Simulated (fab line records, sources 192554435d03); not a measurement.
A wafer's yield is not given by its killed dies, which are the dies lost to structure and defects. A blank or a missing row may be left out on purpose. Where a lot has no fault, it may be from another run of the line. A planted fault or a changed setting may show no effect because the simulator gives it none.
Tool commonality check    flow n5 finfet    Sampled: 10 lots, 29 wafers

## WHAT PROMPTED THE OPENING
2 of 10 lots carry a flag on the reading RS_PWELL at N5_BEOL_M4_RC_MEAS_101. No-fault wafers: 3013 ohm/sq, standard deviation 23.
Rule: flag the lot when none of its wafers has a number, or when each of its wafers that has one lies beyond 4 standard deviations from that mean. As for the other lots, they are considered sound.

lot   measured      on         RS_PWELL (ohm/sq), wafer by wafer  flag
L191  day 7 18:44   prober-02  2997 2999 3001                     
L193  day 8 11:07   prober-01  3013 3035 3056                     
L195  day 8 23:14   prober-01  2998 2977 2981                     
L196  day 9 02:27   prober-02  3018 3030 3035                     
L197  day 9 08:35   prober-02  3033 3005 3011                     
L201  day 10 11:20  prober-02  3926 3969 3923                     FLAGGED
L203  day 11 00:10  prober-02  3913 3911                          FLAGGED
L211  day 12 17:35  prober-02  3009 2998 3030                     
L212  day 12 22:13  prober-02  3009 3011 3015                     
L213  day 13 20:10  prober-01  3026 3055 3020                     
On average the flagged lots' numbers are 3928 ohm/sq, which is +915 ohm/sq against the usual, or +40 standard deviations.

## EACH LOT AND THE TOOL IT RAN ON
2 process steps preceding the reading are held in the record, out of 1938 steps in the route. Every cell lists first the tool, next ch and the chambers used by the sampled wafers, and last the start.
lot   flag     N5_ZERO_LAYER_PECVD_02          N5_WELL_APT_IMPLANT_31
L191           pecvd-04 ch 0,2, day 1 12:17    implanter-02 ch 0, day 1 15:14
L193           pecvd-04 ch 0,1,2, day 2 00:17  implanter-02 ch 0, day 2 03:25
L195           pecvd-04 ch 0,2, day 2 12:18    implanter-02 ch 0, day 2 15:04
L196           pecvd-04 ch 1,2, day 2 18:18    implanter-01 ch 0, day 2 21:33
L197           pecvd-02 ch 0,1, day 3 00:19    implanter-02 ch 0, day 3 03:48
L201  FLAGGED  pecvd-01 ch 0,1, day 4 00:17    implanter-02 ch 0, day 4 03:40
L203  FLAGGED  pecvd-02 ch 1,2, day 4 12:17    implanter-02 ch 0, day 4 15:20
L211           pecvd-02 ch 0,1,2, day 6 12:17  implanter-01 ch 0, day 6 15:16
L212           pecvd-04 ch 0,1,2, day 6 18:17  implanter-02 ch 0, day 6 21:12
L213           pecvd-02 ch 1,2, day 7 00:17    implanter-01 ch 0, day 7 03:16
What these steps do:
- N5_ZERO_LAYER_PECVD_02: deposits SiO2 from SiH4/N2O, target thk 10 nm, time 6 s.
- N5_WELL_APT_IMPLANT_31
- N5_BEOL_M4_RC_MEAS_101

## FLAGGED AGAINST TOTAL, ONE TOOL AT A TIME (gauges that did the reading follow at the end)
step                    tool          lots run  flagged  share of the flagged lots  sound lots run after its first flagged lot
N5_ZERO_LAYER_PECVD_02  pecvd-01      1         1        some                       0
N5_ZERO_LAYER_PECVD_02  pecvd-02      4         1        some                       2 (L211,L213)
N5_ZERO_LAYER_PECVD_02  pecvd-04      5         0        none                       -
N5_WELL_APT_IMPLANT_31  implanter-01  3         0        none                       -
N5_WELL_APT_IMPLANT_31  implanter-02  7         2        all                        1 (L212)
N5_BEOL_M4_RC_MEAS_101  prober-01     3         0        none                       -
N5_BEOL_M4_RC_MEAS_101  prober-02     7         2        all                        2 (L211,L212)

## WHAT THE TABLE PERMITS
In 2 table rows, all flagged lots were run: implanter-02 (N5_WELL_APT_IMPLANT_31), prober-02 (N5_BEOL_M4_RC_MEAS_101).
- implanter-02 at N5_WELL_APT_IMPLANT_31 ran 7 lots, 2 of them flagged. Lots that were sound ran on it after the first flagged one (L212); a persistent fault on the entire tool would not allow that. Its own readings (dose ions cm2, faraday current uA) fall more than 4 standard deviations out on all wafers of the flagged lots.
- prober-02 at N5_BEOL_M4_RC_MEAS_101 ran 7 lots, 2 of them flagged. Lots that were sound ran on it after the first flagged one (L211, L212); a persistent fault on the entire tool would not allow that.
Every row of the table either missed a flagged lot or ran a sound lot after the first.

## WHAT HAD BEEN PUT IN BY THE SIMULATOR
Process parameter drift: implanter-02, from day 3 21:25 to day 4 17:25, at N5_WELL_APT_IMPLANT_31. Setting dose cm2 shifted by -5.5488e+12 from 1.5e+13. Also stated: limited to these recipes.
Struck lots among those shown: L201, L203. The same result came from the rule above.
